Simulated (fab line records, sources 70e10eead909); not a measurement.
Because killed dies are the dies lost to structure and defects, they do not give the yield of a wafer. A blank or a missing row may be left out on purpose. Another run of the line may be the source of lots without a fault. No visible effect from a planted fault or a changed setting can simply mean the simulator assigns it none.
Matching of chambers || flow nand harc || NHARC_A_SLIT_ETCH_29 on rie diel-07: 4 sister chambers
The step etches the open film in CF4/O2, target depth 100 nm, overetch 10 nm, time 55 s. 14 wafers are shown with their chamber, then 7 later ones without.

== WAFERS PAIRED WITH THEIR CHAMBERS ==
{"wafer": "L867.2", "chamber": 1, "showerhead plenum p Torr (Torr)": 1.43, "drypump motor current A (A)": 5.3, "rf vpp V (V)": 198.2}
{"wafer": "L867.5", "chamber": 3, "showerhead plenum p Torr (Torr)": 1.27, "drypump motor current A (A)": 5.4, "rf vpp V (V)": 195.7}
{"wafer": "L867.6", "chamber": 2, "showerhead plenum p Torr (Torr)": 1.44, "drypump motor current A (A)": 5.4, "rf vpp V (V)": 200.8}
{"wafer": "L871.1", "chamber": 1, "showerhead plenum p Torr (Torr)": 1.43, "drypump motor current A (A)": 5.2, "rf vpp V (V)": 197.9}
{"wafer": "L871.4", "chamber": 2, "showerhead plenum p Torr (Torr)": 1.44, "drypump motor current A (A)": 5.4, "rf vpp V (V)": 200.7}
{"wafer": "L871.6", "chamber": 2, "showerhead plenum p Torr (Torr)": 1.44, "drypump motor current A (A)": 5.4, "rf vpp V (V)": 199.2}
{"wafer": "L873.2", "chamber": 2, "showerhead plenum p Torr (Torr)": 1.44, "drypump motor current A (A)": 5.4, "rf vpp V (V)": 199.8}
{"wafer": "L873.4", "chamber": 0, "showerhead plenum p Torr (Torr)": 1.35, "drypump motor current A (A)": 5.8, "rf vpp V (V)": 196.5}
{"wafer": "L873.5", "chamber": 2, "showerhead plenum p Torr (Torr)": 1.44, "drypump motor current A (A)": 5.4, "rf vpp V (V)": 200.1}
{"wafer": "L877.2", "chamber": 3, "showerhead plenum p Torr (Torr)": 1.26, "drypump motor current A (A)": 5.4, "rf vpp V (V)": 194.7}
{"wafer": "L877.4", "chamber": 2, "showerhead plenum p Torr (Torr)": 1.44, "drypump motor current A (A)": 5.4, "rf vpp V (V)": 200.0}
{"wafer": "L877.5", "chamber": 2, "showerhead plenum p Torr (Torr)": 1.44, "drypump motor current A (A)": 5.3, "rf vpp V (V)": 198.5}
{"wafer": "L882.2", "chamber": 3, "showerhead plenum p Torr (Torr)": 1.26, "drypump motor current A (A)": 5.4, "rf vpp V (V)": 197.6}
{"wafer": "L882.4", "chamber": 1, "showerhead plenum p Torr (Torr)": 1.43, "drypump motor current A (A)": 5.3, "rf vpp V (V)": 201.1}

SIGNATURES (means of the wafers above)
{"reading": "showerhead plenum p Torr", "chamber 0": 1.3500, "chamber 1": 1.4300, "chamber 2": 1.4400, "chamber 3": 1.2633, "scatter within a chamber": 0.00258}
{"reading": "drypump motor current A", "chamber 0": 5.800, "chamber 1": 5.267, "chamber 2": 5.386, "chamber 3": 5.400, "scatter within a chamber": 0.039}
{"reading": "rf vpp V", "chamber 0": 196.500, "chamber 1": 199.067, "chamber 2": 199.871, "chamber 3": 196.000, "scatter within a chamber": 1.21}
Rule: for each reading, subtract the chamber's mean from the wafer's reading, divide by that reading's scatter and square the result; add these up over the readings and take the root, which gives the wafer's distance from the chamber. The wafer belongs to the nearest chamber; if the next one is less than 2 further off, it can't be placed. The scatter: the root of (the sum of the squares of (reading less its chamber's mean) over the shown wafers, divided by (wafers less chambers)).

== WAFERS WITHOUT THEIR CHAMBER ==
{"wafer": "L882.5", "showerhead plenum p Torr (Torr)": 1.35, "drypump motor current A (A)": 5.8, "rf vpp V (V)": 197.9}
{"wafer": "L885.1", "showerhead plenum p Torr (Torr)": 1.43, "drypump motor current A (A)": 5.3, "rf vpp V (V)": 200.1}
{"wafer": "L885.3", "showerhead plenum p Torr (Torr)": 1.43, "drypump motor current A (A)": 5.4, "rf vpp V (V)": 198.8}
{"wafer": "L885.5", "showerhead plenum p Torr (Torr)": 1.35, "drypump motor current A (A)": 5.8, "rf vpp V (V)": 197.8}
{"wafer": "L886.1", "showerhead plenum p Torr (Torr)": 1.35, "drypump motor current A (A)": 5.8, "rf vpp V (V)": 198.6}
{"wafer": "L886.2", "showerhead plenum p Torr (Torr)": 1.43, "drypump motor current A (A)": 5.2, "rf vpp V (V)": 199.0}
{"wafer": "L886.5", "showerhead plenum p Torr (Torr)": 1.43, "drypump motor current A (A)": 5.3, "rf vpp V (V)": 201.3}

== EACH ONE'S CHAMBER ==
{"wafer": "L882.5", "from the rows above": 0, "in truth": 0}
{"wafer": "L885.1", "from the rows above": 1, "in truth": 1}
{"wafer": "L885.3", "from the rows above": "can't be placed: 1 or 2", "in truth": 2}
{"wafer": "L885.5", "from the rows above": 0, "in truth": 0}
{"wafer": "L886.1", "from the rows above": 0, "in truth": 0}
{"wafer": "L886.2", "from the rows above": 1, "in truth": 1}
{"wafer": "L886.5", "from the rows above": 1, "in truth": 1}
6 of 7 placed correctly. Unplaceable from these rows: 1, with the true chamber sitting among the candidates in 1. Number placed wrongly: 0.
